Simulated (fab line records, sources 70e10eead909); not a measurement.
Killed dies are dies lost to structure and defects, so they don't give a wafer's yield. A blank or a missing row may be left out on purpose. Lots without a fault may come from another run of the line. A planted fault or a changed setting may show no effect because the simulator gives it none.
Which tool did it? | flow nand_harc | 24 lots, 72 wafers sampled, at 4 steps of a route of 1302

WHAT THE GAUGES READ, wafer by wafer
NHARC_P_BONDPAD_CD_MEAS_13. Usual: cd_nm 499.3 nm, standard deviation 1.9.
lot  | measured     | on        | cd_nm (nm)        | flag
L074 | day 6 10:26  | cd_sem-01 | 499.9 499.2 496.6 |
L075 | day 7 01:50  | cd_sem-03 | 502.0 500.3 497.1 |
L076 | day 7 05:15  | cd_sem-02 | 500.1 499.8 501.2 |
L077 | day 7 20:23  | cd_sem-02 | 498.2 498.7 499.2 |
L078 | day 8 05:44  | cd_sem-02 | 498.8 502.6 497.5 |
L079 | day 8 15:49  | cd_sem-02 | 500.7 499.9 498.3 |
L080 | day 9 06:22  | cd_sem-01 | 497.7 501.1 500.6 |
L081 | day 9 20:34  | cd_sem-01 | 497.4 498.5 500.7 |
L082 | day 9 23:52  | cd_sem-02 | 501.7 500.1 500.1 |
L083 | day 10 14:43 | cd_sem-03 | 498.6 495.0 494.6 |
L085 | day 11 06:28 | cd_sem-01 | 497.5 501.0 497.3 |
L084 | day 11 05:58 | cd_sem-01 | 497.8 499.5 495.8 |
L086 | day 11 16:31 | cd_sem-03 | 498.8 500.0 499.8 |
L088 | day 12 13:13 | cd_sem-02 | 502.5 500.6 498.4 |
L087 | day 12 14:14 | cd_sem-02 | 499.1 499.1 504.5 |
L089 | day 13 01:31 | cd_sem-02 | 499.8 499.4 500.5 |
L090 | day 13 08:18 | cd_sem-02 | 499.4 499.8 501.4 |
L091 | day 13 19:26 | cd_sem-02 | 496.8 497.3 498.1 |
L092 | day 14 08:11 | cd_sem-03 | 502.2 501.5 498.5 |
L093 | day 14 08:20 | cd_sem-02 | 501.6 498.4 497.4 |
L094 | day 14 17:51 | cd_sem-03 | 500.7 504.5 500.0 |
L095 | day 15 07:06 | cd_sem-01 | 499.1 497.1 497.7 |
L096 | day 15 21:27 | cd_sem-03 | 501.2 500.4 499.5 |
L097 | day 16 05:23 | cd_sem-02 | 496.3 499.7 498.1 |

NHARC_P_BONDPAD_INSPECT_23. Usual: raw_defect_count 337, standard deviation 120.
lot  | measured     | on                | raw_defect_count | flag
L074 | day 6 12:41  | defect_inspect-01 | 237 304 192      |
L075 | day 7 04:05  | defect_inspect-02 | 330 220 195      |
L076 | day 7 07:31  | defect_inspect-02 | 303 407 439      |
L077 | day 7 23:07  | defect_inspect-02 | 268 547 445      |
L078 | day 8 08:00  | defect_inspect-01 | 307 316 323      |
L079 | day 8 18:07  | defect_inspect-02 | 231 163 298      |
L080 | day 9 08:37  | defect_inspect-02 | 354 278 265      |
L081 | day 9 22:47  | defect_inspect-01 | 434 424 400      |
L082 | day 10 02:07 | defect_inspect-01 | 250 304 359      |
L083 | day 10 16:58 | defect_inspect-01 | 479 676 453      |
L085 | day 11 08:49 | defect_inspect-01 | 510 398 489      |
L084 | day 11 08:13 | defect_inspect-01 | 434 364 318      |
L086 | day 11 18:46 | defect_inspect-01 | 246 396 365      |
L088 | day 12 15:28 | defect_inspect-01 | 344 238 542      |
L087 | day 12 16:29 | defect_inspect-01 | 299 190 471      |
L089 | day 13 03:49 | defect_inspect-02 | 239 330 239      |
L090 | day 13 10:37 | defect_inspect-01 | 438 233 468      |
L091 | day 13 21:41 | defect_inspect-01 | 171 248 240      |
L092 | day 14 10:26 | defect_inspect-01 | 349 526 360      |
L093 | day 14 10:43 | defect_inspect-02 | 178 226 153      |
L094 | day 14 20:05 | defect_inspect-02 | 591 606 427      |
L095 | day 15 09:22 | defect_inspect-02 | 196 276 210      |
L096 | day 15 23:41 | defect_inspect-02 | 273 205 366      |
L097 | day 16 07:38 | defect_inspect-02 | 250 221 344      |

WHICH TOOL RAN EACH LOT (tool, then ch and the chambers of the sampled wafers, then the start)
lot  | NHARC_P_M2_PVD_21                       | NHARC_P_BONDPAD_ETCH_24
L074 | pvd_sputter-03, day 6 10:26 or earlier  | rie_diel-02 ch 1,2,3, day 6 12:41 or earlier
L075 | pvd_sputter-03, day 7 01:50 or earlier  | rie_diel-13 ch 2,3, day 7 04:05 or earlier
L076 | pvd_sputter-02, day 7 05:15 or earlier  | rie_diel-07 ch 1,3, day 7 07:31 or earlier
L077 | pvd_sputter-03, day 7 20:23 or earlier  | rie_diel-07 ch 0,2,3, day 7 23:07 or earlier
L078 | pvd_sputter-02, day 8 02:03             | rie_diel-07 ch 0,2,3, day 8 08:00 or earlier
L079 | pvd_sputter-02, day 8 15:49 or earlier  | rie_diel-13 ch 0,2,3, day 8 18:07 or earlier
L080 | pvd_sputter-01, day 9 06:22 or earlier  | rie_diel-07 ch 0,1,2, day 9 08:37 or earlier
L081 | pvd_sputter-02, day 9 20:34 or earlier  | rie_diel-07 ch 1,2, day 9 22:47 or earlier
L082 | pvd_sputter-02, day 9 23:52 or earlier  | rie_diel-13 ch 1,2,3, day 10 02:07 or earlier
L083 | pvd_sputter-03, day 10 14:43 or earlier | rie_diel-02 ch 1,2,3, day 10 16:58 or earlier
L085 | pvd_sputter-02, day 11 06:28 or earlier | rie_diel-13 ch 0,1,3, day 11 08:49 or earlier
L084 | pvd_sputter-03, day 11 05:58 or earlier | rie_diel-13 ch 0,2,3, day 11 08:13 or earlier
L086 | pvd_sputter-03, day 11 16:31 or earlier | rie_diel-13 ch 0,3, day 11 18:46 or earlier
L088 | pvd_sputter-02, day 12 13:13 or earlier | rie_diel-13 ch 1,2,3, day 12 15:28 or earlier
L087 | pvd_sputter-03, day 12 14:14 or earlier | rie_diel-13 ch 0,3, day 12 16:29 or earlier
L089 | pvd_sputter-01, day 13 01:31 or earlier | rie_diel-13 ch 1,2, day 13 03:49 or earlier
L090 | pvd_sputter-03, day 13 08:18 or earlier | rie_diel-02 ch 2,3, day 13 10:37 or earlier
L091 | pvd_sputter-01, day 13 19:26 or earlier | rie_diel-13 ch 2,3, day 13 21:41 or earlier
L092 | pvd_sputter-03, day 14 08:11 or earlier | rie_diel-13 ch 1,2,3, day 14 10:26 or earlier
L093 | pvd_sputter-01, day 14 08:20 or earlier | rie_diel-07 ch 0,1,3, day 14 10:43 or earlier
L094 | pvd_sputter-02, day 14 17:51 or earlier | rie_diel-02 ch 0,1,2, day 14 20:05 or earlier
L095 | pvd_sputter-02, day 15 07:06 or earlier | rie_diel-02 ch 0,1,2, day 15 09:22 or earlier
L096 | pvd_sputter-01, day 15 21:27 or earlier | rie_diel-13 ch 0,3, day 15 23:41 or earlier
L097 | pvd_sputter-01, day 16 05:23 or earlier | rie_diel-02 ch 1,2, day 16 07:38 or earlier
- NHARC_P_M2_PVD_21: deposits Cu, target thk 30 nm, time 20.49 s.
- NHARC_P_BONDPAD_ETCH_24: etches the open film in CF4/N2, target depth 30 nm, time 72.99 s.

WHAT THE TOOLS THEMSELVES READ (means of the sampled wafers that have a number; where no wafer has one, the mark that the record gives instead)
NHARC_P_M2_PVD_21. Usual: throttle_valve_pct 30.0 %, standard deviation 0.9.
lot  | tool           | throttle_valve_pct (%) | flag
L074 | pvd_sputter-03 | 29.3                   |
L075 | pvd_sputter-03 | 29.2                   |
L076 | pvd_sputter-02 | 30.7                   |
L077 | pvd_sputter-03 | 29.0                   |
L078 | pvd_sputter-02 | 29.5                   |
L079 | pvd_sputter-02 | 29.9                   |
L080 | pvd_sputter-01 | 29.3                   |
L081 | pvd_sputter-02 | 30.9                   |
L082 | pvd_sputter-02 | 29.3                   |
L083 | pvd_sputter-03 | 30.0                   |
L085 | pvd_sputter-02 | 29.8                   |
L084 | pvd_sputter-03 | 30.0                   |
L086 | pvd_sputter-03 | 29.5                   |
L088 | pvd_sputter-02 | 30.1                   |
L087 | pvd_sputter-03 | 29.7                   |
L089 | pvd_sputter-01 | 29.8                   |
L090 | pvd_sputter-03 | 30.0                   |
L091 | pvd_sputter-01 | 29.8                   |
L092 | pvd_sputter-03 | 29.8                   |
L093 | pvd_sputter-01 | 30.4                   |
L094 | pvd_sputter-02 | 31.0                   |
L095 | pvd_sputter-02 | 30.6                   |
L096 | pvd_sputter-01 | 29.6                   |
L097 | pvd_sputter-01 | 30.0                   |

NHARC_P_BONDPAD_ETCH_24. Usual: cf4_flow_sccm 49.99 sccm, standard deviation 0.14; drypump_motor_current_A 5.9 A, standard deviation 0.45; oes_product_au 1.005 a.u., standard deviation 0.01; rf_vpp_V 313.9 V, standard deviation 1.8; showerhead_plenum_p_Torr 2.61 Torr, standard deviation 0.092; throttle_valve_pct 19.795 %, standard deviation 0.0097.
lot  | tool        | cf4_flow_sccm (sccm) | drypump_motor_current_A (A) | oes_product_au (a.u.) | rf_vpp_V (V) | showerhead_plenum_p_Torr (Torr) | throttle_valve_pct (%) | flag
L074 | rie_diel-02 | 49.96                | 5.7                         | 1.004                 | 313.1        | 2.56                            | 19.806                 |
L075 | rie_diel-13 | 49.99                | 6.1                         | 1.016                 | 312.6        | 2.55                            | 19.792                 |
L076 | rie_diel-07 | 50.00                | 6.1                         | 0.999                 | 315.5        | 2.71                            | 19.792                 |
L077 | rie_diel-07 | 50.07                | 5.6                         | 0.997                 | 312.1        | 2.55                            | 19.795                 |
L078 | rie_diel-07 | 49.96                | 5.6                         | 1.006                 | 313.1        | 2.55                            | 19.803                 |
L079 | rie_diel-13 | 50.07                | 6.0                         | 1.007                 | 313.9        | 2.60                            | 19.796                 |
L080 | rie_diel-07 | 49.92                | 5.8                         | 0.993                 | 315.1        | 2.66                            | 19.792                 |
L081 | rie_diel-07 | 49.96                | 5.6                         | 0.999                 | 316.0        | 2.69                            | 19.792                 |
L082 | rie_diel-13 | 50.01                | 6.1                         | 1.018                 | 313.6        | 2.61                            | 19.799                 |
L083 | rie_diel-02 | 50.07                | 5.7                         | 0.999                 | 313.2        | 2.56                            | 19.795                 |
L085 | rie_diel-13 | 49.89                | 6.0                         | 1.010                 | 314.8        | 2.65                            | 19.791                 |
L084 | rie_diel-13 | 49.89                | 6.0                         | 0.998                 | 313.6        | 2.59                            | 19.796                 |
L086 | rie_diel-13 | 50.09                | 6.4                         | 1.010                 | 314.4        | 2.64                            | 19.799                 |
L088 | rie_diel-13 | 49.96                | 6.1                         | 1.009                 | 313.4        | 2.60                            | 19.792                 |
L087 | rie_diel-13 | 49.90                | 5.9                         | 1.013                 | 314.5        | 2.64                            | 19.798                 |
L089 | rie_diel-13 | 49.98                | 5.8                         | 1.018                 | 313.5        | 2.62                            | 19.799                 |
L090 | rie_diel-02 | 50.04                | 5.5                         | 0.997                 | 313.3        | 2.59                            | 19.799                 |
L091 | rie_diel-13 | 50.06                | 6.1                         | 1.015                 | 312.8        | 2.55                            | 19.790                 |
L092 | rie_diel-13 | 49.98                | 6.1                         | 1.021                 | 314.0        | 2.60                            | 19.789                 |
L093 | rie_diel-07 | 49.91                | 6.0                         | 0.996                 | 313.0        | 2.61                            | 19.790                 |
L094 | rie_diel-02 | 50.05                | 5.7                         | 0.998                 | 313.6        | 2.58                            | 19.797                 |
L095 | rie_diel-02 | 49.98                | 5.6                         | 0.997                 | 313.8        | 2.58                            | 19.795                 |
L096 | rie_diel-13 | 49.84                | 6.4                         | 1.014                 | 313.7        | 2.63                            | 19.793                 |
L097 | rie_diel-02 | 50.22                | 5.9                         | 0.989                 | 312.0        | 2.50                            | 19.796                 |

THE ANSWER, worked out from the rows above alone
Rule: a lot is off if the mean of its wafers that have a number lies more than 3 standard deviations from the usual mean. A lot without any number at a reading at which 4 lots or more have one is off too. The other lots that the step has rows for count as sound. The gauges are gone through in route order, then the tools' own readings, and for those a lot's mean is taken as printed above. The first step at which some lot is off is used, and at that step the reading that is off furthest; a lot without a number counts as furthest.
No lot is off at any reading shown: from this, nothing can be told.

WHAT THE SIMULATOR HAD PUT IN
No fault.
